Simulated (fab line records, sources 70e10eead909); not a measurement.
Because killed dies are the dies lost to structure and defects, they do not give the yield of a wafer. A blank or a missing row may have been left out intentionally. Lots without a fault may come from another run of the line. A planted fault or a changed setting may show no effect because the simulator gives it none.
fab line records	flow nand_harc
record: lots: 7	wafers: 18	last_day: 32
route steps=1302 shown A_CHANNEL_HOLE_D1@480 A_CHANNEL_FILL_D1@490 END@1302
lots that met no fault: taken from a fault-free run of the same line
start_h: start of the lot's first displayed wafer, in hours after the record's first day	wait_h: hours elapsed since this lot's preceding step	" the same as in the row above	L1.1+2: a row that stands for several wafers	- value missing, or start not given	* or withheld: withheld	< > ~ a bound
route shown NAME@n: names a module that has steps shown in the file, with the first one's number in the route	usual: mean and standard deviation over wafers with no fault	same: alike in all rows	chamber/n: place in a boat	sites: each site's reading	_std_site: standard deviation of those values	_edge_site: mean of outer sites minus mean of inner sites	radius_mm: for every site, how far away it sits from the centre of the wafer	mask NAME#n: copy n	behind: tool/chamber where the wafer was last shaped	hold: what put the lot on hold/how long, in hours/how the hold closed	device: which transistor (n, p or np) failed to switch	end of line: at the end of the route, the tests of the same wafers	where a step has no rows: the recipe by itself	killed: dies that structure and defects cost at the first sort, which is not the same as the wafer's yield	map: dies across one wafer; x = killed, . = not, _ = none there
set.NAME: the setting as run; set.NAME@STEP: as run at that earlier step	model.NAME: the simulator's own value behind a step, which no gauge read
lots at some steps of the route; a table a step, a row a wafer
services: a tool's chamber out of use, with start hour (start_h, from the record's first day; less than 0 if before it), hours out, and reason
== steps ==
step: NHARC_A_CHANNEL_HOLE_D1_STRIP_41
recipe: n2_flow_sccm: 150	h2_flow_sccm: 150	ar_flow_sccm: 0	bias_w: 0	chemistry: N2/H2
step: NHARC_A_CHANNEL_HOLE_D1_STRIP_42
recipe: cf4_flow_sccm: 100	chf3_flow_sccm: 30	ar_flow_sccm: 0	bias_w: 0	chemistry: CF4/CHF3
step: NHARC_A_CHANNEL_HOLE_D1_STRIP_43
recipe: o2_flow_sccm: 400	cos_flow_sccm: 20	ar_flow_sccm: 0	bias_w: 0	chemistry: O2/COS
step: NHARC_A_CHANNEL_HOLE_D1_ETCH_44
recipe: target_depth_a: 1400	overetch_a: 140	time_s: 77	ion_energy_ev: 100	cf4_flow_sccm: 80	o2_flow_sccm: 20	ar_flow_sccm: 0	rf_w: 300	bias_w: 100	chemistry: CF4/O2
usual: chamber_pressure_mTorr: 30.00/0.035	drypump_motor_current_A: 5.65/0.29	oes_product_au: 1.001/0.0096	rf_vpp_V: 198.7/1.1	showerhead_plenum_p_Torr: 1.38/0.044	throttle_valve_pct: 13.397/0.009
lot.wafer	tool	chamber	start_h	wait_h	chamber_pressure_mTorr	drypump_motor_current_A	oes_product_au	rf_hours_counter_h	rf_vpp_V	showerhead_plenum_p_Torr	throttle_valve_pct
L154.2	rie_diel-09	1	190.78	0.1	30.00	5.50	1.021	13	197.7	1.37	13.397
L154.5	"	1	"	"	29.94	5.47	1.013	-	198.5	1.37	13.394
L154.4	"	0	"	"	30.05	6.22	1.000	-	199.5	1.44	13.412
L155.2	rie_diel-11	3	193.79	0.1	29.99	5.79	0.994	8	198.9	1.43	13.408
L155.3	"	0	"	"	30.00	5.64	1.005	8	200.0	1.34	13.395
L155.6	"	3	"	"	30.04	5.80	0.989	-	199.4	1.43	13.405
L166.4	rie_diel-11	3	300.55	0.1	29.98	5.79	1.002	2	199.5	1.43	13.390
L166.5	"	1	"	"	30.00	5.55	0.989	-	199.0	1.43	13.390
L165.4	rie_diel-11	0	301.83	0.1	29.96	5.64	0.995	3	198.5	1.34	13.409
L165.5	"	3	"	"	30.02	5.81	1.008	-	200.8	1.43	13.407
L167.1	rie_diel-11	2	332.20	0.1	29.95	5.33	0.998	6	197.3	1.35	13.405
L167.5	"	0	"	"	30.00	5.66	0.988	-	197.8	1.34	13.398
L172.3	rie_diel-11	0	366.23	0.0	30.02	5.67	0.993	11	198.7	1.34	13.380
L172.2	"	2	"	"	30.00	5.34	1.007	11	198.8	1.35	13.390
L172.1	"	3	"	"	30.01	5.78	0.989	8	199.7	1.43	13.399
L173.1	rie_diel-13	0	369.93	0.1	30.00	5.87	0.999	8	197.9	1.38	13.389
L173.2	"	3	"	"	29.99	5.92	1.009	8	197.4	1.35	13.395
L173.5	"	2	"	"	30.01	5.78	1.002	-	197.2	1.29	13.401
step: NHARC_A_CHANNEL_HOLE_D1_STRIP_27
recipe: o2_flow_sccm: 500	ar_flow_sccm: 0	bias_w: 0	chemistry: O2
usual: chamber_pressure_mTorr: 60.01/0.058	drypump_motor_current_A: 5.67/0.28	oes_product_au: 0.998/0.01	rf_vpp_V: 58.0/0.93	showerhead_plenum_p_Torr: 3.64/0.11	throttle_valve_pct: 17.036/0.0095
lot.wafer	tool	chamber	start_h	wait_h	chamber_pressure_mTorr	drypump_motor_current_A	oes_product_au	rf_hours_counter_h	rf_vpp_V	showerhead_plenum_p_Torr	throttle_valve_pct
L154.2	rie_diel-09	0	-	-	60.02	6.20	0.987	16	58.7	3.80	17.025
L154.5	"	0	"	"	60.09	6.19	0.992	-	58.0	3.80	17.034
L154.4	"	1	"	"	59.96	5.51	0.998	-	55.7	3.61	17.044
L155.2	rie_diel-11	1	-	-	59.94	5.58	1.002	8	59.0	3.77	17.028
L155.3	"	2	"	"	60.02	5.35	1.005	7	59.2	3.57	17.030
L155.6	"	0	"	"	60.02	5.67	1.001	-	58.7	3.54	17.029
L166.4	rie_diel-11	2	-	-	60.03	5.35	0.989	3	56.4	3.57	17.043
L166.5	"	3	"	"	59.98	5.81	1.001	-	57.3	3.76	17.030
L165.4	rie_diel-11	2	-	-	59.97	5.34	1.005	3	59.1	3.57	17.043
L165.5	"	0	"	"	59.92	5.66	0.993	-	56.6	3.54	17.039
L167.1	rie_diel-11	3	-	-	60.09	5.83	0.984	6	58.3	3.76	17.045
L167.5	"	2	"	"	59.98	5.36	0.996	-	57.5	3.56	17.048
L172.1	rie_diel-11	3	-	-	60.01	5.77	0.978	8	58.6	3.76	17.028
L172.3	"	0	"	"	59.99	5.70	0.993	11	56.5	3.53	17.042
L172.2	"	2	"	"	59.93	5.34	1.000	11	56.6	3.56	17.015
L173.2	rie_diel-13	0	-	-	60.00	5.87	1.001	8	57.4	3.64	17.031
L173.1	"	2	"	"	59.99	5.80	1.009	8	55.8	3.41	17.055
L173.5	"	0	"	"	60.00	5.86	1.001	-	57.4	3.64	17.038
step: NHARC_A_CHANNEL_HOLE_D1_PRECLEAN_28
recipe: time_s: *	temp_c: 50	bath_age_min: 0	chemistry: SC1
step: NHARC_A_CHANNEL_HOLE_D1_SRD_29
step: NHARC_A_CHANNEL_HOLE_D1_CD_MEAS_30
usual: cd_nm: 90.3/1.3
lot.wafer	tool	chamber	start_h	wait_h	cd_nm
L154.2	cd_sem-03	-	191.70	-	91.0
L154.4	"	-	"	"	91.0
L154.5	"	-	"	"	90.2
L155.2	cd_sem-01	-	194.58	-	90.3
L155.3	"	-	"	"	88.8
L155.6	"	-	"	"	90.4
L166.4	cd_sem-02	-	301.34	-	91.0
L166.5	"	-	"	"	90.8
L165.4	cd_sem-02	-	302.63	-	90.6
L165.5	"	-	"	"	90.3
L167.1	cd_sem-01	-	332.98	-	89.5
L167.5	"	-	"	"	90.9
L172.1	cd_sem-03	-	367.04	-	87.0
L172.2	"	-	"	"	87.8
L172.3	"	-	"	"	90.2
L173.1	cd_sem-02	-	370.84	-	91.5
L173.2	"	-	"	"	90.4
L173.5	"	-	"	"	92.2
step: NHARC_A_CHANNEL_HOLE_D1_XSEM_31
recipe: landing_energy_ev: 35000
usual: bot_cd_nm: 74.8/1.5	bow_nm: 8.7/0.3	tilt_deg: 0.06/0.037
lot.wafer	tool	chamber	start_h	wait_h	bot_cd_nm	bow_nm	tilt_deg
L154.2	xsem-02	0	191.79	0.1	75.5	8.5	0.10
L154.4	"	0	"	"	75.8	8.5	0.10
L154.5	"	0	"	"	75.0	8.5	0.11
L155.2	xsem-01	0	194.67	0.1	75.5	8.3	0.06
L155.3	"	0	"	"	73.1	8.3	0.07
L155.6	"	0	"	"	75.0	8.2	0.07
L166.4	xsem-02	0	301.44	0.1	75.0	8.3	0.08
L166.5	"	0	"	"	74.8	8.2	0.08
L165.4	xsem-01	0	302.72	0.1	74.3	9.3	0.06
L165.5	"	0	"	"	74.7	9.2	0.06
L167.1	xsem-02	0	333.07	0.1	73.5	8.4	0.12
L167.5	"	0	"	"	75.1	8.3	0.12
L172.1	xsem-02	0	367.13	0.1	70.4	8.6	0.07
L172.2	"	0	"	"	71.9	8.6	0.07
L172.3	"	0	"	"	74.0	8.6	0.07
L173.1	xsem-01	0	370.92	0.1	76.3	9.2	0.00
L173.2	"	0	"	"	74.3	9.2	0.00
L173.5	"	0	"	"	76.8	9.1	0.00
step: NHARC_A_CHANNEL_HOLE_D1_INSPECT_40
usual: raw_defect_count: 72/26
lot.wafer	tool	chamber	start_h	wait_h	raw_defect_count
L154.2	defect_inspect-02	-	191.89	-	113
L154.4	"	-	"	"	90
L154.5	"	-	"	"	113
L155.2	defect_inspect-01	-	194.77	-	66
L155.3	"	-	"	"	49
L155.6	"	-	"	"	45
L166.4	defect_inspect-02	-	301.52	-	43
L166.5	"	-	"	"	55
L165.4	defect_inspect-01	-	302.81	-	90
L165.5	"	-	"	"	110
L167.1	defect_inspect-02	-	333.16	-	82
L167.5	"	-	"	"	99
L172.1	defect_inspect-01	-	367.23	-	73
L172.2	"	-	"	"	70
L172.3	"	-	"	"	60
L173.1	defect_inspect-02	-	371.02	-	97
L173.2	"	-	"	"	127
L173.5	"	-	"	"	90
step: NHARC_A_CHANNEL_FILL_D1_PRECLEAN_00
recipe: time_s: *	temp_c: 50	bath_age_min: 0	chemistry: SC1
step: NHARC_A_CHANNEL_FILL_D1_SRD_01
step: NHARC_A_CHANNEL_FILL_D1_ALD_02
recipe: target_thk_a: 60	pulse_time_s: 10	ald_cycles: 60	temp_c: 300	material: SiO2
usual: ald_cycles: 60/0	heater_power_w: 456/26	precursor_pulse_height_rel: 1.000/0.02
same: pulse_time_s: 10
lot.wafer	tool	chamber	start_h	wait_h	ald_cycles	heater_power_w	precursor_pulse_height_rel
L154.4	ald_hk-02	0	192.15	-	60	445	0.977
L154.2	"	1	"	"	60	432	1.027
L154.5	"	0	"	"	60	446	0.987
L155.3	ald_hk-02	0	195.03	-	60	444	1.006
L155.2	"	1	"	"	60	448	1.014
L155.6	"	0	"	"	60	446	1.007
L166.4	ald_hk-02	2	301.71	-	60	406	1.009
L166.5	"	3	"	"	48	453	1.007
L165.4	ald_hk-02	1	303.00	-	60	454	0.990
L165.5	"	2	"	"	48	406	1.011
L167.1	ald_hk-02	3	333.57	-	48	434	0.997
L167.5	"	0	"	"	48	448	0.967
L172.1	ald_hk-03	3	367.43	-	60	455	1.007
L172.2	"	0	"	"	60	453	1.020
L172.3	"	1	"	"	60	473	0.978
L173.1	ald_hk-01	0	371.22	-	60	490	0.969
L173.2	"	1	"	"	60	455	0.994
L173.5	"	0	"	"	60	493	0.993
step: NHARC_A_CHANNEL_FILL_D1_ALD_03
recipe: target_thk_a: 60	pulse_time_s: 60	ald_cycles: 58	temp_c: 630	pressure_torr: 2	material: SiNx
usual: ald_cycles: 58/0	precursor_pulse_height_rel: 1.000/0.02
same: pulse_time_s: 60
lot.wafer	tool	chamber	start_h	wait_h	ald_cycles	precursor_pulse_height_rel
L154.2	ald_sin_batch-02	0	-	-	58	0.959
L154.4	"	0	"	"	58	0.963
L154.5	"	0	"	"	58	0.979
L155.2	ald_sin_batch-01	0	-	-	58	0.982
L155.3	"	0	"	"	58	1.006
L155.6	"	0	"	"	58	1.024
L165.4	ald_sin_batch-03	0	-	-	58	0.973
L165.5	"	0	"	"	58	0.998
L166.4	ald_sin_batch-03	0	-	-	58	1.044
L166.5	"	0	"	"	58	1.032
L167.1	ald_sin_batch-01	0	-	-	58	1.038
L167.5	"	0	"	"	58	1.009
L172.1	ald_sin_batch-02	0	-	-	58	1.029
L172.2	"	0	"	"	58	0.972
L172.3	"	0	"	"	58	0.994
L173.1	ald_sin_batch-01	0	-	-	58	0.961
L173.2	"	0	"	"	58	1.017
L173.5	"	0	"	"	58	1.001
step: NHARC_END_SORT_01
recipe: temp_c: 25
usual: killed_at_array: 58/18	killed_at_other: 1.0/1.5	killed_at_periphery: 4/3.1	killed_dies: 64/18	killed_open: 3.4/1.9	killed_short: 2.7/1.7
same: gross_dies: 677
lot.wafer	tool	chamber	start_h	wait_h	killed_at_array	killed_at_other	killed_at_periphery	killed_dies	killed_open	killed_short
L155.2	prober-02	0	586.08	2.8	51	0	2	53	4	5
L155.3	prober-02	0	586.89	3.1	52	0	8	60	6	4
L155.6	prober-02	0	589.32	4.1	50	2	5	57	3	2
L172.1	prober-01	0	766.70	2.5	29	2	5	36	4	3
L172.2	prober-01	0	767.51	2.8	28	1	3	32	4	4
L172.3	prober-01	0	768.32	3.1	19	2	5	26	3	2
killed by level:class
L155.2 A_CHANNEL_HOLE_D2:chamber_film_flake=34 A_CHANNEL_HOLE_D1:chamber_film_flake=3 A_WL_FILL:geometric_particle:open=2 A_WL_FILL:geometric_particle:short=2 A_SLIT:chamber_film_flake=2 A_BONDPAD:chamber_film_flake=2 P_M0:geometric_particle:open=1 A_SOURCE_PLATE:geometric_particle:short=1
L155.3 A_CHANNEL_HOLE_D2:chamber_film_flake=37 P_CONTACT:geometric_particle:open=3 A_CHANNEL_FILL_D1:chamber_film_flake=3 P_GATE:chamber_film_flake=2 A_ZERO_WELL:chamber_film_flake=2 A_CONTACT:chamber_film_flake=2 P_CONTACT:geometric_particle:short=1 A_DECK1_JOINT:geometric_particle:open=1
L155.6 A_CHANNEL_HOLE_D2:chamber_film_flake=37 A_STAIRCASE:chamber_film_flake=3 A_CHANNEL_HOLE_D1:chamber_film_flake=2 A_CONTACT:chamber_film_flake=2 A_BONDPAD:chamber_film_flake=2 P_CONTACT:geometric_particle:open=1 P_M0:geometric_particle:short=1 P_M0:geometric_particle:open=1
L172.1 A_CHANNEL_HOLE_D1:chamber_film_flake=11 A_SLIT:chamber_film_flake=6 P_STI:chamber_film_flake=2 P_BONDPAD:chamber_film_flake=2 A_CHANNEL_FILL_D1:chamber_film_flake=2 THIN_TSV:chamber_film_flake=2 A_CHANNEL_FILL_D1:geometric_particle:open=1 A_CHANNEL_FILL_D1:geometric_particle:short=1
L172.2 A_CHANNEL_HOLE_D1:chamber_film_flake=9 A_SLIT:chamber_film_flake=7 A_CHANNEL_FILL_D2:geometric_particle:short=2 A_STAIRCASE:chamber_film_flake=2 P_CONTACT:geometric_particle:open=1 A_ONON_D1:geometric_particle:short=1 A_CHANNEL_FILL_D1:geometric_particle:short=1 A_WL_FILL:geometric_particle:open=1
L172.3 A_CHANNEL_HOLE_D1:chamber_film_flake=9 P_GATE:chamber_film_flake=3 A_STAIRCASE:chamber_film_flake=3 A_CHANNEL_FILL_D1:geometric_particle:open=2 THIN_TSV:chamber_film_flake=2 A_SGD_CUT:geometric_particle:short=1 A_WL_FILL:geometric_particle:short=1 A_M1:geometric_particle:open=1
== services ==
tool	chamber	start_h	hours	kind
ald_hk-02	-	171.39	10.0	pm
ald_sin_batch-01	-	176.10	3.7	repair
rie_diel-11	0	181.97	2.7	repair
rie_diel-09	3	184.09	7.9	repair
rie_diel-11	1	204.07	6.1	repair
rie_diel-11	3	225.47	24.4	repair
rie_diel-09	-	254.12	1.5	repair
rie_diel-11	-	255.50	9.0	pm
ald_sin_batch-02	-	259.84	6.6	repair
rie_diel-09	0	261.94	10.0	repair
rie_diel-13	2	274.74	15.4	repair
ald_hk-02	-	280.93	2.6	repair
rie_diel-13	2	296.18	5.9	repair
rie_diel-09	-	309.09	0.9	repair
ald_sin_batch-03	-	316.28	2.3	repair
rie_diel-09	0	319.99	16.3	repair
rie_diel-09	-	320.44	9.0	pm
rie_diel-09	1	333.54	7.2	repair
rie_diel-11	3	340.13	7.4	repair
rie_diel-13	-	342.08	9.0	pm
ald_hk-02	-	349.39	10.0	pm
rie_diel-13	1	351.99	40.0	repair
rie_diel-09	3	361.40	6.2	repair
xsem-01	-	374.00	14.0	pm
== key ==
first_sign: step: NHARC_A_CHANNEL_FILL_D1_ALD_02	reading: ald_cycles	direction: down	sigmas: 99+	usual: 60	struck: 48
effect none on later readings
met_at NHARC_A_CHANNEL_FILL_D1_ALD_02
struck_wafers L165.5,L166.5,L167.1,L167.5
tester_left_out L165,L166,L167
onset_between 195.03 301.71
fault: kind: process_parameter_drift	tool: ald_hk-02	chamber: -	onset_h: 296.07	steps: NHARC_A_CHANNEL_FILL_D1_ALD_02	channel: ald_cycles	offset: -12	shape: step	end_h: 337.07	scope: struck_wafers_only	acts_in: these_recipes_only	stated: 60
tester_left_out: of these lots the tester's yield and bins aren't shown, on N5 and GAA mostly nor the transistor test; their killed dies are dies lost to structure and defects alone, not to doping, threshold or leakage, so they don't give the yield
